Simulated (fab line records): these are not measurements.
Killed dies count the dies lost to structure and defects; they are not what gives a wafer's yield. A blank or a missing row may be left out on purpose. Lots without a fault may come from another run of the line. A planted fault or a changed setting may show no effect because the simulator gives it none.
fab line records | flow n5Finfet
record: lots: 6 | wafers: 18 | lastDay: 19
route steps=1938 shown BEOL_M7@1297
lots untouched by any fault: they come from a run of this same line in which no faults occurred
startH: the number of hours between the record's first day and the start of the first shown wafer of the lot | waitH: hours from the lot's prior step to this one | " as in the row above | L1.1+2: a row that stands for several wafers | - either no value or no given start | * or withheld: withheld | < > ~ a bound
route shown NAME@n: names a module that has steps shown in the file, with the first one's number in the route | usual: mean/standard deviation of fault-free wafers | same: alike in all rows | chamber/n: place in a boat | sites: readings site by site | _std_site: the standard deviation of these | _edge_site: the outer-site mean with the inner-site mean subtracted | radiusMm: for every site, how far away it sits from the centre of the wafer | mask NAME#n: copy n | behind: the most recent tool/chamber to have shaped the wafer | hold: reason for holding the lot/hours on hold/outcome of the hold | device: the n, p or np transistor that did not switch | end of line: tests of these same wafers at the route's end | for a step that has no rows: nothing shown but its recipe | killed: dies that structure and defects cost at the first sort, which is not the same as the wafer's yield | map: a wafer's dies, x killed, . not, _ none there
set.NAME: the setting the step ran with; set.NAME@STEP: the setting that earlier step ran with | model.NAME: the simulator's own value behind a step, which no gauge read
a table for each step, a row for each wafer; lots at some steps of the route
services: a tool's chamber out of use, with start hour (startH, from the record's first day; less than 0 if before it), hours out, and reason
== steps ==
step: N5_BEOL_M7_OVL_MEAS_29
recipe: pointsPerWafer: 522
usual: V6_OVL: -0.1/0.59
lot.wafer | tool       | chamber | startH | waitH | V6_OVL[nm]
L379.3    | overlay-01 | 0       | 213.68 | 0.0   | 0.6
L379.4    | "          | 0       | "      | "     | 0.7
L379.6    | "          | 0       | "      | "     | 1.1
L391.4    | overlay-02 | 0       | 280.79 | 0.0   | -1.0
L391.5    | "          | 0       | "      | "     | 0.6
L391.6    | "          | 0       | "      | "     | -0.2
L397.2    | overlay-02 | 0       | 333.47 | 0.0   | 0.3
L397.4    | "          | 0       | "      | "     | 0.2
L397.6    | "          | 0       | "      | "     | 0.7
L398.1    | overlay-01 | 0       | 339.18 | 0.0   | 0.8
L398.4    | "          | 0       | "      | "     | 0.0
L398.5    | "          | 0       | "      | "     | 0.5
L399.1    | overlay-01 | 0       | 359.63 | 0.0   | -0.3
L399.5    | "          | 0       | "      | "     | 0.6
L399.6    | "          | 0       | "      | "     | -0.9
L400.2    | overlay-02 | 0       | 359.81 | 0.0   | 0.0
L400.4    | "          | 0       | "      | "     | 0.5
L400.5    | "          | 0       | "      | "     | 0.6
step: N5_BEOL_M7_INSPECT_30
recipe: mode: adi | inspectInstrument: brightfield
usual: rawDefectCount: 413/100
lot.wafer | tool             | chamber | startH | waitH | rawDefectCount
L379.3    | defectInspect-01 | -       | 213.73 | 0.0   | 310
L379.4    | "                | -       | "      | "     | 419
L379.6    | "                | -       | "      | "     | 333
L391.4    | defectInspect-01 | -       | 280.83 | 0.0   | 281
L391.5    | "                | -       | "      | "     | 302
L391.6    | "                | -       | "      | "     | 287
L397.2    | defectInspect-01 | -       | 333.52 | 0.0   | 477
L397.4    | "                | -       | "      | "     | 426
L397.6    | "                | -       | "      | "     | 442
L398.1    | defectInspect-01 | -       | 339.24 | 0.1   | 611
L398.4    | "                | -       | "      | "     | 528
L398.5    | "                | -       | "      | "     | 615
L399.1    | defectInspect-02 | -       | 359.69 | 0.1   | 360
L399.5    | "                | -       | "      | "     | 341
L399.6    | "                | -       | "      | "     | 538
L400.2    | defectInspect-02 | -       | 359.86 | 0.0   | 571
L400.4    | "                | -       | "      | "     | 429
L400.5    | "                | -       | "      | "     | 452
step: N5_BEOL_M7_DESCUM_33
recipe: chemistry: O2 | timeS: 7 | sourcePowerW: 50 | biasPowerW: 20 | pressureMtorr: 20 | rfFrequencyHz: 2.712e+07 | tempC: 40 | resist: CAR-EUV | o2FlowSccm: 225
step: N5_BEOL_M7_ETCH_72
recipe: chemistry: N2/H2 | target: underlayer | targetDepthA: 65 | maskMaterial: CAR-EUV | timeS: 5.2 | ionEnergyEv: 200 | pressureMtorr: 30 | sourceW: 840 | biasW: 150 | n2FlowSccm: 200 | h2FlowSccm: 200 | ends: cleared
usual: chamberPressureMTorr: 30.00/0.038 | drypumpMotorCurrentA: 5.9/0.52 | etchRfOnTimeS: 5.17/0.1 | n2FlowSccm: 199.9/0.62 | oesProductAu: 0.68/0.068 | rfFwdPowerW: 819.4/2.5 | rfVppV: 524.2/2.7 | showerheadPlenumPTorr: 2.55/0.078 | throttleValvePct: 17.76/0.29
lot.wafer | tool       | chamber | startH | waitH | chamberPressureMTorr | drypumpMotorCurrentA | etchRfOnTimeS | n2FlowSccm | oesProductAu | rfFwdPowerW | rfHoursCounterH | rfVppV | showerheadPlenumPTorr | throttleValvePct
L379.3    | rieDiel-03 | 3       | 213.79 | 0.0   | 29.92                | 6.6                  | 4.95          | 199.9      | 0.77         | 818.0       | 30              | 525.0  | 2.59                  | 17.53
L379.4    | "          | 0       | "      | "     | 29.99                | 4.9                  | 5.22          | 200.6      | 0.66         | 820.4       | 147             | 524.5  | 2.54                  | 17.59
L379.6    | "          | 2       | "      | "     | 29.98                | 5.8                  | 5.17          | 200.3      | 0.63         | 817.6       | -               | 524.3  | 2.55                  | 17.76
L391.4    | rieDiel-01 | 0       | 281.09 | 0.0   | 29.96                | 6.4                  | 5.31          | 199.8      | 0.67         | 817.5       | 135             | 524.7  | 2.55                  | 17.67
L391.5    | "          | 0       | "      | "     | 29.99                | 6.4                  | 5.29          | 200.6      | 0.66         | 819.2       | -               | 521.6  | 2.55                  | 17.68
L391.6    | "          | 1       | "      | "     | 30.00                | 5.8                  | 5.10          | 201.1      | 0.71         | 822.0       | -               | 526.4  | 2.69                  | 17.39
L397.2    | rieDiel-03 | 1       | 333.59 | 0.0   | 29.96                | 6.1                  | 5.24          | 199.6      | 0.59         | 818.7       | 218             | 525.7  | 2.62                  | 18.36
L397.4    | "          | 0       | "      | "     | 30.03                | 4.9                  | 5.18          | 200.1      | 0.64         | 820.5       | 185             | 522.6  | 2.52                  | 17.66
L397.6    | "          | 0       | "      | "     | 30.03                | 4.9                  | 5.15          | 199.3      | 0.64         | 819.4       | -               | 526.0  | 2.52                  | 17.67
L398.1    | rieDiel-01 | 0       | 339.30 | 0.0   | 29.96                | 6.5                  | 5.27          | 199.0      | 0.66         | 819.4       | 154             | 523.7  | 2.54                  | 17.71
L398.4    | "          | 2       | "      | "     | 29.98                | 5.8                  | 5.19          | 200.8      | 0.68         | 817.8       | 82              | 524.5  | 2.59                  | 17.85
L398.5    | "          | 0       | "      | "     | 29.98                | 6.4                  | 5.23          | 198.8      | 0.65         | 816.2       | -               | 523.5  | 2.54                  | 17.69
L399.1    | rieDiel-01 | 2       | 360.02 | 0.0   | 29.98                | 5.7                  | 5.35          | 200.8      | 0.67         | 817.3       | 88              | 525.5  | 2.59                  | 17.85
L399.5    | "          | 0       | "      | "     | 30.04                | 6.4                  | 5.30          | 200.3      | 0.64         | 819.2       | -               | 521.6  | 2.54                  | 17.72
L399.6    | "          | 3       | "      | "     | 30.04                | 5.4                  | 5.19          | 200.3      | 0.73         | 820.1       | -               | 525.7  | 2.46                  | 17.29
L400.2    | rieDiel-03 | 0       | 360.11 | 0.0   | 29.97                | 4.9                  | 5.17          | 201.1      | 0.63         | 822.3       | 192             | 522.7  | 2.52                  | 17.70
L400.4    | "          | 1       | "      | "     | 30.02                | 6.1                  | 5.28          | 199.7      | 0.59         | 817.4       | 225             | 525.3  | 2.61                  | 18.37
L400.5    | "          | 3       | "      | "     | 29.98                | 6.6                  | 4.99          | 199.1      | 0.70         | 819.8       | -               | 527.2  | 2.57                  | 17.60
step: N5_BEOL_M7_ETCH_65
recipe: chemistry: CF4 | target: SiARC | targetDepthA: 156 | maskMaterial: CAR-EUV | timeS: 26 | ionEnergyEv: 80 | pressureMtorr: 40 | sourceW: 545 | biasW: 36 | Ar_flow_sccm: 100 | cf4FlowSccm: 100 | ends: cleared
usual: chamberPressureMTorr: 40.00/0.036 | drypumpMotorCurrentA: 5.9/0.52 | etchRfOnTimeS: 25.8/0.52 | oesProductAu: 0.68/0.069 | rfFwdPowerW: 532.6/2.7 | rfVppV: 184.2/1.1 | showerheadPlenumPTorr: 2.15/0.06 | throttleValvePct: 15.52/0.28
lot.wafer | tool       | chamber | startH | waitH | chamberPressureMTorr | drypumpMotorCurrentA | etchRfOnTimeS | oesProductAu | rfFwdPowerW | rfHoursCounterH | rfVppV | showerheadPlenumPTorr | throttleValvePct
L379.3    | rieDiel-03 | 3       | 213.81 | 0.0   | 39.97                | 6.6                  | 24.7          | 0.78         | 528.9       | 30              | 185.2  | 2.18                  | 15.31
L379.4    | "          | 0       | "      | "     | 40.03                | 4.9                  | 26.1          | 0.66         | 534.8       | 147             | 183.8  | 2.15                  | 15.39
L379.6    | "          | 2       | "      | "     | 39.98                | 5.8                  | 25.5          | 0.63         | 536.5       | -               | 185.3  | 2.15                  | 15.50
L391.4    | rieDiel-01 | 0       | 281.11 | 0.0   | 40.04                | 6.4                  | 26.2          | 0.67         | 529.1       | 135             | 185.2  | 2.14                  | 15.45
L391.5    | "          | 0       | "      | "     | 39.98                | 6.4                  | 26.4          | 0.67         | 530.3       | -               | 184.2  | 2.14                  | 15.44
L391.6    | "          | 1       | "      | "     | 39.99                | 5.8                  | 25.0          | 0.74         | 528.8       | -               | 184.7  | 2.25                  | 15.13
L397.2    | rieDiel-03 | 1       | 333.61 | 0.0   | 40.01                | 6.0                  | 26.6          | 0.59         | 530.1       | 218             | 186.1  | 2.20                  | 16.15
L397.4    | "          | 0       | "      | "     | 39.93                | 4.9                  | 26.3          | 0.63         | 532.8       | 185             | 183.0  | 2.13                  | 15.44
L397.6    | "          | 0       | "      | "     | 40.01                | 4.9                  | 26.1          | 0.64         | 532.3       | -               | 184.4  | 2.13                  | 15.45
L398.1    | rieDiel-01 | 0       | 339.32 | 0.0   | 39.99                | 6.5                  | 26.1          | 0.66         | 528.5       | 154             | 184.4  | 2.14                  | 15.48
L398.4    | "          | 2       | "      | "     | 39.99                | 5.7                  | 26.2          | 0.68         | 530.7       | 82              | 184.3  | 2.16                  | 15.53
L398.5    | "          | 0       | "      | "     | 39.96                | 6.5                  | 26.2          | 0.65         | 532.4       | -               | 184.7  | 2.14                  | 15.48
L399.1    | rieDiel-01 | 2       | 360.04 | 0.0   | 40.01                | 5.7                  | 26.2          | 0.67         | 531.1       | 88              | 184.8  | 2.16                  | 15.53
L399.5    | "          | 0       | "      | "     | 40.02                | 6.5                  | 26.1          | 0.66         | 530.0       | -               | 184.8  | 2.14                  | 15.50
L399.6    | "          | 3       | "      | "     | 40.04                | 5.4                  | 25.7          | 0.73         | 534.8       | -               | 183.3  | 2.10                  | 15.27
L400.2    | rieDiel-03 | 0       | 360.12 | 0.0   | 40.02                | 4.9                  | 25.8          | 0.63         | 534.9       | 192             | 184.6  | 2.13                  | 15.46
L400.4    | "          | 1       | "      | "     | 40.07                | 6.1                  | 26.2          | 0.59         | 529.7       | 225             | 182.6  | 2.20                  | 16.14
L400.5    | "          | 3       | "      | "     | 39.92                | 6.6                  | 24.9          | 0.72         | 530.8       | -               | 184.0  | 2.17                  | 15.40
step: N5_BEOL_M7_ETCH_66
recipe: chemistry: N2/H2 | target: SOC | targetDepthA: 800 | overetchA: 160 | maskMaterial: SiARC | tempC: 40 | timeS: 120 | ionEnergyEv: 200 | pressureMtorr: 30 | sourceW: 840 | biasW: 150 | n2FlowSccm: 200 | h2FlowSccm: 200
usual: chamberPressureMTorr: 29.998/0.027 | drypumpMotorCurrentA: 5.9/0.52 | n2FlowSccm: 199.9/0.59 | oesProductAu: 0.61/0.057 | rfFwdPowerW: 836.0/2.6 | rfVppV: 524.1/2.3 | showerheadPlenumPTorr: 2.55/0.078 | throttleValvePct: 17.71/0.3
lot.wafer | tool       | chamber | startH | waitH | chamberPressureMTorr | drypumpMotorCurrentA | n2FlowSccm | oesProductAu | rfFwdPowerW | rfHoursCounterH | rfVppV | showerheadPlenumPTorr | throttleValvePct
L379.3    | rieDiel-03 | 3       | 213.84 | 0.0   | 29.983               | 6.6                  | 199.5      | 0.68         | 836.1       | 30              | 525.5  | 2.59                  | 17.50
L379.4    | "          | 0       | "      | "     | 29.992               | 4.9                  | 198.7      | 0.60         | 839.5       | 147             | 524.1  | 2.54                  | 17.55
L379.6    | "          | 2       | "      | "     | 30.006               | 5.8                  | 198.6      | 0.56         | 840.0       | -               | 524.7  | 2.55                  | 17.71
L391.4    | rieDiel-01 | 0       | 281.14 | 0.0   | 29.961               | 6.4                  | 199.8      | 0.60         | 831.5       | 135             | 525.5  | 2.55                  | 17.64
L391.5    | "          | 0       | "      | "     | 30.043               | 6.4                  | 200.0      | 0.60         | 834.4       | -               | 524.2  | 2.55                  | 17.64
L391.6    | "          | 1       | "      | "     | 29.994               | 5.8                  | 200.3      | 0.65         | 836.4       | -               | 528.1  | 2.69                  | 17.37
L397.2    | rieDiel-03 | 1       | 333.64 | 0.0   | 29.984               | 6.1                  | 199.4      | 0.53         | 834.5       | 218             | 525.7  | 2.62                  | 18.33
L397.4    | "          | 0       | "      | "     | 29.961               | 4.9                  | 199.1      | 0.58         | 834.1       | 185             | 522.6  | 2.52                  | 17.63
L397.6    | "          | 0       | "      | "     | 29.988               | 4.9                  | 198.9      | 0.57         | 836.3       | -               | 524.2  | 2.52                  | 17.61
L398.1    | rieDiel-01 | 0       | 339.35 | 0.0   | 30.004               | 6.4                  | 200.4      | 0.59         | 836.7       | 154             | 524.5  | 2.54                  | 17.66
L398.4    | "          | 2       | "      | "     | 29.972               | 5.7                  | 199.4      | 0.61         | 829.2       | 82              | 525.0  | 2.59                  | 17.82
L398.5    | "          | 0       | "      | "     | 29.996               | 6.4                  | 200.3      | 0.59         | 832.6       | -               | 523.4  | 2.54                  | 17.68
L399.1    | rieDiel-01 | 2       | 360.06 | 0.0   | 29.992               | 5.7                  | 199.2      | 0.61         | 836.3       | 88              | 525.3  | 2.59                  | 17.83
L399.5    | "          | 0       | "      | "     | 29.993               | 6.5                  | 199.5      | 0.59         | 838.3       | -               | 523.4  | 2.54                  | 17.69
L399.6    | "          | 3       | "      | "     | 29.988               | 5.4                  | 199.9      | 0.66         | 835.2       | -               | 522.3  | 2.46                  | 17.26
L400.2    | rieDiel-03 | 0       | 360.15 | 0.0   | 29.964               | 4.9                  | 200.4      | 0.57         | 834.9       | 192             | 522.7  | 2.52                  | 17.63
L400.4    | "          | 1       | "      | "     | 30.009               | 6.1                  | 199.2      | 0.53         | 835.3       | 225             | 524.8  | 2.61                  | 18.36
L400.5    | "          | 3       | "      | "     | 29.992               | 6.7                  | 200.0      | 0.62         | 831.1       | -               | 523.2  | 2.57                  | 17.58
step: N5_BEOL_M7_STRIP_69
recipe: chemistry: N2/H2 | tempC: 40 | n2FlowSccm: 200 | h2FlowSccm: 200 | rfFrequencyHz: 6e+07
step: N5_BEOL_M7_STRIP_73
recipe: chemistry: N2/H2 | tempC: 40 | n2FlowSccm: 200 | h2FlowSccm: 200 | rfFrequencyHz: 6e+07
step: N5_BEOL_M7_VIA_ETCH_34
recipe: chemistry: C4F6/O2 | target: SiCOH_lowk | targetDepthA: 1255 | maskMaterial: SOC | taperDeg: 4 | timeS: 50.5 | ionEnergyEv: 250 | pressureMtorr: 30 | sourceW: 345 | biasW: 185 | Ar_flow_sccm: 300 | C4F6_flow_sccm: 10 | O2_flow_sccm: 10
usual: chamberPressureMTorr: 30.004/0.025 | drypumpMotorCurrentA: 5.9/0.53 | oesProductAu: 0.80/0.08 | rfFwdPowerW: 341.9/1.4 | rfVppV: 658/9.8 | showerheadPlenumPTorr: 2.86/0.076 | throttleValvePct: 20.81/0.29
lot.wafer | tool       | chamber | startH | waitH | chamberPressureMTorr | drypumpMotorCurrentA | oesProductAu | rfFwdPowerW | rfHoursCounterH | rfVppV | showerheadPlenumPTorr | throttleValvePct
L379.3    | rieDiel-03 | 3       | 213.94 | 0.0   | 30.033               | 6.7                  | 0.90         | 341.2       | 30              | 655    | 2.92                  | 20.73
L379.4    | "          | 0       | "      | "     | 29.965               | 4.9                  | 0.76         | 342.8       | 147             | 665    | 2.85                  | 20.64
L379.6    | "          | 2       | "      | "     | 30.046               | 5.7                  | 0.73         | 342.4       | -               | 654    | 2.86                  | 20.78
L391.4    | rieDiel-01 | 0       | 281.24 | 0.0   | 30.030               | 6.5                  | 0.78         | 343.6       | 135             | 656    | 2.84                  | 20.62
L391.5    | "          | 0       | "      | "     | 29.986               | 6.4                  | 0.78         | 343.1       | -               | 653    | 2.84                  | 20.61
L391.6    | "          | 1       | "      | "     | 29.986               | 5.7                  | 0.87         | 342.7       | -               | 646    | 2.98                  | 20.30
L397.2    | rieDiel-03 | 1       | 333.74 | 0.0   | 30.032               | 6.0                  | 0.68         | 340.9       | 218             | 650    | 2.92                  | 21.36
L397.4    | "          | 0       | "      | "     | 30.006               | 4.9                  | 0.74         | 340.5       | 185             | 663    | 2.84                  | 20.70
L397.6    | "          | 0       | "      | "     | 30.022               | 4.9                  | 0.74         | 341.2       | -               | 664    | 2.84                  | 20.68
L398.1    | rieDiel-01 | 0       | 339.45 | 0.0   | 30.059               | 6.4                  | 0.77         | 340.7       | 154             | 653    | 2.83                  | 20.63
L398.4    | "          | 2       | "      | "     | 30.001               | 5.7                  | 0.80         | 340.1       | 82              | 665    | 2.87                  | 20.80
L398.5    | "          | 0       | "      | "     | 30.044               | 6.4                  | 0.76         | 341.7       | -               | 654    | 2.83                  | 20.63
L399.1    | rieDiel-01 | 2       | 360.16 | 0.0   | 29.982               | 5.7                  | 0.79         | 340.5       | 88              | 667    | 2.87                  | 20.79
L399.5    | "          | 0       | "      | "     | 29.989               | 6.5                  | 0.76         | 339.8       | -               | 653    | 2.83                  | 20.62
L399.6    | "          | 3       | "      | "     | 30.006               | 5.3                  | 0.85         | 344.8       | -               | 680    | 2.79                  | 20.55
L400.2    | rieDiel-03 | 0       | 360.25 | 0.0   | 30.059               | 4.9                  | 0.74         | 342.3       | 192             | 663    | 2.83                  | 20.71
L400.4    | "          | 1       | "      | "     | 29.969               | 6.0                  | 0.68         | 339.8       | 225             | 651    | 2.91                  | 21.39
L400.5    | "          | 3       | "      | "     | 29.970               | 6.6                  | 0.82         | 341.8       | -               | 654    | 2.89                  | 20.79
step: N5_BEOL_M7_STRIP_76
recipe: chemistry: C4F6/O2 | resist: SiARC | rfFrequencyHz: 6e+07
step: N5_BEOL_M7_STRIP_36
recipe: chemistry: N2/H2 | powerW: 450 | tempC: 40 | pressureMtorr: 20 | rfFrequencyHz: 6e+07 | overashFraction: 0.3 | biasPowerW: 7 | h2Frac: 0.5 | n2FlowSccm: 200 | h2FlowSccm: 200
usual: chamberPressureMTorr: 20.000/0.029 | drypumpMotorCurrentA: 5.9/0.52 | n2FlowSccm: 200.0/0.63 | oesProductAu: 0.80/0.078 | rfVppV: 59.2/1.4 | showerheadPlenumPTorr: 2.55/0.078 | throttleValvePct: 23.5/0.33
lot.wafer | tool       | chamber | startH | waitH | chamberPressureMTorr | drypumpMotorCurrentA | n2FlowSccm | oesProductAu | rfHoursCounterH | rfVppV | showerheadPlenumPTorr | throttleValvePct
L379.3    | rieDiel-03 | 3       | 213.99 | 0.0   | 20.037               | 6.6                  | 199.8      | 0.89         | 30              | 58.2   | 2.59                  | 23.4
L379.4    | "          | 0       | "      | "     | 19.985               | 4.9                  | 198.9      | 0.77         | 147             | 57.4   | 2.53                  | 23.4
L379.6    | "          | 2       | "      | "     | 19.972               | 5.8                  | 201.1      | 0.73         | -               | 56.7   | 2.55                  | 23.5
L391.4    | rieDiel-01 | 0       | 281.29 | 0.0   | 19.937               | 6.4                  | 200.5      | 0.79         | 135             | 57.0   | 2.54                  | 23.4
L391.5    | "          | 0       | "      | "     | 19.958               | 6.5                  | 201.4      | 0.78         | -               | 57.6   | 2.55                  | 23.4
L391.6    | "          | 1       | "      | "     | 19.974               | 5.8                  | 200.0      | 0.85         | -               | 58.3   | 2.68                  | 23.3
L397.2    | rieDiel-03 | 1       | 333.79 | 0.0   | 20.012               | 6.1                  | 198.9      | 0.69         | 218             | 59.7   | 2.61                  | 24.2
L397.4    | "          | 0       | "      | "     | 20.006               | 4.9                  | 200.2      | 0.74         | 185             | 59.8   | 2.52                  | 23.4
L397.6    | "          | 0       | "      | "     | 20.044               | 4.9                  | 200.2      | 0.75         | -               | 57.6   | 2.52                  | 23.4
L398.1    | rieDiel-01 | 0       | 339.50 | 0.0   | 20.016               | 6.5                  | 200.1      | 0.76         | 154             | 60.9   | 2.54                  | 23.4
L398.4    | "          | 2       | "      | "     | 19.996               | 5.7                  | 200.2      | 0.80         | 82              | 59.4   | 2.59                  | 23.7
L398.5    | "          | 0       | "      | "     | 19.979               | 6.5                  | 199.8      | 0.77         | -               | 60.4   | 2.54                  | 23.4
L399.1    | rieDiel-01 | 2       | 360.22 | 0.0   | 19.961               | 5.7                  | 200.3      | 0.81         | 88              | 57.9   | 2.59                  | 23.7
L399.5    | "          | 0       | "      | "     | 20.040               | 6.5                  | 198.5      | 0.76         | -               | 59.8   | 2.53                  | 23.4
L399.6    | "          | 3       | "      | "     | 20.030               | 5.4                  | 199.7      | 0.84         | -               | 58.5   | 2.46                  | 22.9
L400.2    | rieDiel-03 | 0       | 360.30 | 0.0   | 20.047               | 4.9                  | 198.7      | 0.74         | 192             | 58.5   | 2.51                  | 23.4
L400.4    | "          | 1       | "      | "     | 20.001               | 6.1                  | 200.7      | 0.68         | 225             | 58.3   | 2.61                  | 24.2
L400.5    | "          | 3       | "      | "     | 20.004               | 6.6                  | 200.3      | 0.82         | -               | 58.6   | 2.57                  | 23.4
step: N5_BEOL_M7_TRENCH_ETCH_37
recipe: chemistry: C4F6/O2 | targetDepthA: 934.78 | target: SiCOH_lowk | timeS: 31.2 | ionEnergyEv: 250 | pressureMtorr: 30 | sourceW: 345 | biasW: 185 | Ar_flow_sccm: 300 | C4F6_flow_sccm: 10 | O2_flow_sccm: 10
step: N5_BEOL_M7_ETCH_41
recipe: chemistry: CH3F/O2 | target: SiCN | targetDepthA: 319 | taperDeg: 2 | timeS: 57.8 | ionEnergyEv: 120 | maskMaterial: TiN | pressureMtorr: 30 | sourceW: 395 | biasW: 75 | Ar_flow_sccm: 150 | CH3F_flow_sccm: 30 | O2_flow_sccm: 20
usual: chamberPressureMTorr: 30.00/0.038 | drypumpMotorCurrentA: 5.9/0.52 | oesProductAu: 0.80/0.08 | rfFwdPowerW: 391.7/1.6 | rfVppV: 297.4/1.4 | showerheadPlenumPTorr: 2.01/0.057 | throttleValvePct: 16.23/0.28
lot.wafer | tool       | chamber | startH | waitH | chamberPressureMTorr | drypumpMotorCurrentA | oesProductAu | rfFwdPowerW | rfHoursCounterH | rfVppV | showerheadPlenumPTorr | throttleValvePct | model.etch.depthNm
L379.3    | rieDiel-03 | 3       | 214.06 | -     | 29.97                | 6.6                  | 0.89         | 391.6       | 30              | 298.7  | 2.05                  | 16.09            | 22.21
L379.4    | "          | 0       | "      | "     | 30.02                | 4.9                  | 0.77         | 391.7       | 147             | 298.7  | 2.01                  | 16.08            | 21.39
L379.6    | "          | 2       | "      | "     | 30.00                | 5.8                  | 0.73         | 390.6       | -               | 297.9  | 2.01                  | 16.20            | 21.61
L391.4    | rieDiel-01 | 0       | 281.36 | -     | 30.01                | 6.4                  | 0.79         | 393.3       | 135             | 297.9  | 1.99                  | 16.11            | 21.57
L391.5    | "          | 0       | "      | "     | 29.96                | 6.4                  | 0.78         | 392.5       | -               | 298.0  | 1.99                  | 16.07            | 21.66
L391.6    | "          | 1       | "      | "     | 29.99                | 5.7                  | 0.86         | 392.7       | -               | 298.6  | 2.10                  | 15.79            | 22.25
L397.2    | rieDiel-03 | 1       | 333.86 | -     | 30.02                | 6.0                  | 0.69         | 389.5       | 218             | 298.7  | 2.05                  | 16.82            | 21.19
L397.4    | "          | 0       | "      | "     | 30.05                | 4.9                  | 0.74         | 391.0       | 185             | 297.2  | 1.99                  | 16.16            | 21.73
L397.6    | "          | 0       | "      | "     | 30.05                | 4.9                  | 0.75         | 392.7       | -               | 297.0  | 1.99                  | 16.18            | 22.01
L398.1    | rieDiel-01 | 0       | 339.57 | -     | 29.96                | 6.5                  | 0.80         | 488.3       | 154             | 279.0  | 1.99                  | 16.13            | 23.11
L398.4    | "          | 2       | "      | "     | 30.00                | 5.7                  | 0.84         | 483.0       | 82              | 277.4  | 2.02                  | 16.21            | 23.35
L398.5    | "          | 0       | "      | "     | 29.99                | 6.5                  | 0.80         | 488.4       | -               | 277.7  | 1.99                  | 16.10            | 23.12
L399.1    | rieDiel-01 | 2       | 360.29 | -     | 29.98                | 5.7                  | 0.83         | 485.4       | 88              | 276.7  | 2.02                  | 16.23            | 23.46
L399.5    | "          | 0       | "      | "     | 30.03                | 6.4                  | 0.81         | 485.8       | -               | 277.4  | 1.98                  | 16.13            | 23.46
L399.6    | "          | 3       | "      | "     | 29.99                | 5.4                  | 0.90         | 490.2       | -               | 277.0  | 1.96                  | 15.97            | 24.02
L400.2    | rieDiel-03 | 0       | 360.38 | -     | 29.97                | 4.9                  | 0.74         | 392.7       | 192             | 297.2  | 1.99                  | 16.19            | 21.53
L400.4    | "          | 1       | "      | "     | 30.01                | 6.0                  | 0.68         | 390.9       | 225             | 297.5  | 2.05                  | 16.84            | 20.79
L400.5    | "          | 3       | "      | "     | 30.00                | 6.6                  | 0.82         | 391.9       | -               | 299.6  | 2.03                  | 16.18            | 22.05
step: N5_BEOL_M7_STRIP_80
recipe: chemistry: N2/H2 | timeS: 10 | powerW: 450 | tempC: 40 | pressureMtorr: 20 | rfFrequencyHz: 6e+07 | biasPowerW: 7 | n2FlowSccm: 200 | h2FlowSccm: 200
== services ==
tool       | chamber | startH | hours | kind
rieDiel-01 | 3       | 216.72 | 5.4   | repair
rieDiel-01 | -       | 271.77 | 2.8   | pm
rieDiel-01 | 2       | 285.53 | 14.8  | repair
== key ==
firstSign: step: N5_BEOL_M7_ETCH_41 | reading: rfFwdPowerW | direction: up | sigmas: 60 | usual: * | struck: *
effect: step: N5_BEOL_M7_ETCH_41 | reading: rfVppV | direction: down | sigmas: 14 | usual: 297.4 | struck: 277.5
modelEffect: step: N5_BEOL_M7_ETCH_41 | value: etch.depthNm | without: 21.6 | struck: 23.42
metAt N5_BEOL_M7_ETCH_41
struckWafers L398.1,L398.4,L398.5,L399.1,L399.5,L399.6
onsetBetween 281.36 339.57
fault: kind: processParameterDrift | tool: rieDiel-01 | chamber: - | onsetH: 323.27 | steps: N5_BEOL_M7_ETCH_41 | channel: sourceW | offset: 94.8 | shape: step | endH: 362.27 | actsIn: theseRecipesOnly | stated: 395
